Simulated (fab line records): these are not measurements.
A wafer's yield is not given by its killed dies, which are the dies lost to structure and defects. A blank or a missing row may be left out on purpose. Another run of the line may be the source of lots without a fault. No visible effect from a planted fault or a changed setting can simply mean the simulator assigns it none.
Struck lot and sound lot, side by side -- flow n5 finfet -- 16 out of 1938 route steps
Sound: wafers L950.2, L950.3, L950.4. The struck wafers were L962.2, L962.3, L962.4. Last of all comes the cause.
At each step with rows: each side's tool, then ch and its chambers, then its first start. Under that, the readings that differ: sound wafers -- struck wafers -- difference of the means -- sigmas: that difference in standard deviations of wafers without a fault.
alike: readings with means less than 2 such deviations apart, plus words and numbers identical on both sides. not compared: withheld readings, readings lacking a value on some wafer, bounds such as >300 that could conceal the same value, and numbers that have no deviation in the record and whose values overlap.
A row with sigmas, a row that says differs or no value, or rows on one side alone: a step with any of these is where the two part. When numbers do not overlap yet have no deviation, they are printed without sigmas and do not part them. A reading missing from all wafers of one side parts the sides only when that side holds two or more wafers.

first, 8 steps without rows for these wafers: N5_BEOL_M3_COAT_68 (time 60 s, resist thk 12 nm); N5_BEOL_M3_COAT_76 (time 60 s, resist thk 5 nm); N5_BEOL_M3_COAT_22 (resist thk 30 nm); N5_BEOL_M3_EBR_24; N5_BEOL_M3_SOFTBAKE_23 (time 60 s); N5_BEOL_M3_EXPOSE_25 (exposes mask V2, defocus 5 nm); N5_BEOL_M3_PEB_26 (peb time 60 s); N5_BEOL_M3_DEVELOP_27 (develop time 30 s).
N5_BEOL_M3_CD_MEAS_28: target cd 25.7 nm, target cd y 23.3 nm.
  sound on cd sem-02 ch 0, day 8 10:40; struck on cd sem-02 ch 0, day 11 05:36
  alike: cd nm
N5_BEOL_M3_OVL_MEAS_29:
  sound on overlay-02 ch 0, day 8 10:43; struck on overlay-02 ch 0, day 11 05:38
  alike: V2_OVL
N5_BEOL_M3_INSPECT_30: inspects for defects (brightfield).
  sound on defect inspect-01, day 8 10:46; struck on defect inspect-02, day 11 05:41
  alike: raw defect count
N5_BEOL_M3_DESCUM_33: chemistry O2, time 7 s.
  sound on rie diel-02 ch 1,2,3, day 8 10:47; struck on rie diel-03 ch 1,2, day 11 05:44
  alike: drypump motor current A, oes product au, rf vpp V, showerhead plenum p Torr, throttle valve pct
  not compared: rf hours counter h
N5_BEOL_M3_ETCH_77: etches underlayer in N2/H2, target depth 6.5 nm, time 5.2 s.
  sound on rie diel-02 ch 1,2,3, day 8 10:50; struck on rie diel-03 ch 1,2, day 11 05:46
reading,sound,struck,difference,sigmas
etch rf on time s (s),5.23 5.22 5.32,3.46 3.43 3.43,-1.82,-17
oes product au (a.u.),0.64 0.56 0.62,0.77 0.78 0.78,+0.17,+3
  alike: drypump motor current A, rf vpp V, showerhead plenum p Torr, throttle valve pct
  not compared: rf hours counter h
N5_BEOL_M3_ETCH_69: etches SiARC in CF4, target depth 15.6 nm, time 26 s.
  sound on rie diel-02 ch 1,2,3, day 8 10:50; struck on rie diel-03 ch 1,2, day 11 05:47
  alike: drypump motor current A, etch rf on time s, oes product au, rf vpp V, showerhead plenum p Torr, throttle valve pct
  not compared: rf hours counter h
N5_BEOL_M4_RC_MEAS_101:
  sound on prober-01 ch 0, day 9 06:17; struck on prober-02 ch 0, day 12 05:26
  alike: DIBL_N, DIBL_P, IOFF_N, IOFF_P, ION_N, ION_P, SS_N, SS_P, VT_N, VT_P
-- a jump in the record: the struck wafers' starts before and after are 5 days apart (it breaks off in module BEOL_M4 and resumes in module PASSIVATION, where the first step shown is number 1936 of the route) --
N5_PASSIVATION_PROBE_49:
  sound on prober-01, day 13 11:28; struck on prober-02, day 16 22:26
reading,sound,struck,difference,sigmas
killed_at_M4_up,15 24 27,13 9 9,-12,-2
  alike: defect limited yield, killed_at_M0_to_M3, killed at contacts, killed at front end, killed at other, killed dies, killed open, killed short, sort_bin_5_function, sort_bin_6_memory, sort n pass, sort yield pct

WHERE THEY PART
Earliest at N5_BEOL_M3_ETCH_77; latest, in this record, at N5_PASSIVATION_PROBE_49.

WHY: what had been put in by the simulator
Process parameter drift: rie diel-03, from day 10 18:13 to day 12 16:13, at N5_BEOL_M3_ETCH_77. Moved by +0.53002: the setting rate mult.
